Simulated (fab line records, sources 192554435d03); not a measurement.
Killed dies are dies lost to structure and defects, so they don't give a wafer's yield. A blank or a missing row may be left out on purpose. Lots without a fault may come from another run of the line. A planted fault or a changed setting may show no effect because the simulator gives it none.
Problem report in the 8D (eight disciplines) form, filled by code | flow n5_finfet | the parts of the form that need people (team, actions taken, sign-off) are left out

1. THE PROBLEM
etch_rf_on_time_s at N5_BEOL_M7_ETCH_65 reads a mean of 19.3 s on 2 wafers of 2 lots; wafers without a fault read 26.1 s with a standard deviation of 0.54. That is -13 standard deviations from the usual mean.
The step: etches SiARC in CF4, target depth 15.6 nm, time 26 s.
First seen on wafer L470.6, day 12 10:41, on rie_diel-03. The record holds 32 wafers of 11 lots with a number at this step. Rule for "out", or "out of limits": more than 4 standard deviations from the usual mean. The other wafers with a number count as sound.

2. WHAT IT IS AND WHAT IT IS NOT
question                    | is                | is not
which readings at this step | etch_rf_on_time_s | drypump_motor_current_A, showerhead_plenum_p_Torr, throttle_valve_pct
which lots                  | L470, L472        | L459, L460, L461, L463, L464, L467, L468, L477, L478
which wafers of those lots  | L470.6, L472.3    | L470.2, L472.4, L472.5
read on which tools         | rie_diel-03       | rie_diel-01, rie_diel-02
when                        | from day 12 10:41 | up to then (22 sound wafers); but 8 sound wafers of L472, L477, L478 came after

3. SUSPECTS, AND WHAT RULES EACH OUT
Counting: a tool at a process step up to the reading stays a suspect if it ran every lot that is out. Sound lots after the first of them don't rule it out here, since some wafers of a struck lot are sound.
- rie_diel-01 at N5_BEOL_M7_STRIP_67 (strips in CF4): kept. It ran every lot that is out, first L470 (day 12 07:23); its last sound lot up to then is L468 (day 12 03:45).
- rie_diel-03 at N5_BEOL_M7_DESCUM_33 (chemistry O2, time 7 s): kept. It ran every lot that is out, first L470 (day 12 10:38); its last sound lot up to then is L468 (day 12 04:34).
- rie_diel-03 at N5_BEOL_M7_ETCH_65 (etches SiARC in CF4, target depth 15.6 nm, time 26 s): kept. It ran every lot that is out, first L470 (day 12 10:41); its last sound lot up to then is L468 (day 12 04:37). Its own readings are out on those wafers: etch_rf_on_time_s.
Left after counting: rie_diel-01 at N5_BEOL_M7_STRIP_67, rie_diel-03 at N5_BEOL_M7_DESCUM_33, rie_diel-03 at N5_BEOL_M7_ETCH_65.

4. THE CAUSE (what the simulator had put in)
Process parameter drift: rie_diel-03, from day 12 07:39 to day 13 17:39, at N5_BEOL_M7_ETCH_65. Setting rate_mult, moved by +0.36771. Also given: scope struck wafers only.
Counting left 3 suspects, and this tool is among them.

5. THE CHAIN OF EFFECTS, in route order
Each row: a reading whose mean over the struck wafers that have a number lies more than 3 standard deviations from the usual. Only readings for which the record gives a usual standard deviation are gone through. hours: the time from each lot's start at the first step in this table that gives one to its start at this step, as a median over the lots. sigmas: the change in usual standard deviations.
hours | step               | reading           | usual  | on struck wafers | change | sigmas
0     | N5_BEOL_M7_ETCH_65 | etch_rf_on_time_s | 26.1 s | 19.3             | -6.8   | -13
The process steps in it:
- N5_BEOL_M7_ETCH_65: etches SiARC in CF4, target depth 15.6 nm, time 26 s.

6. WHAT WOULD HAVE CAUGHT IT SOONER
In this record the first reading out of limits was taken at day 12 10:41, 3 hours after the fault began at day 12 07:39.
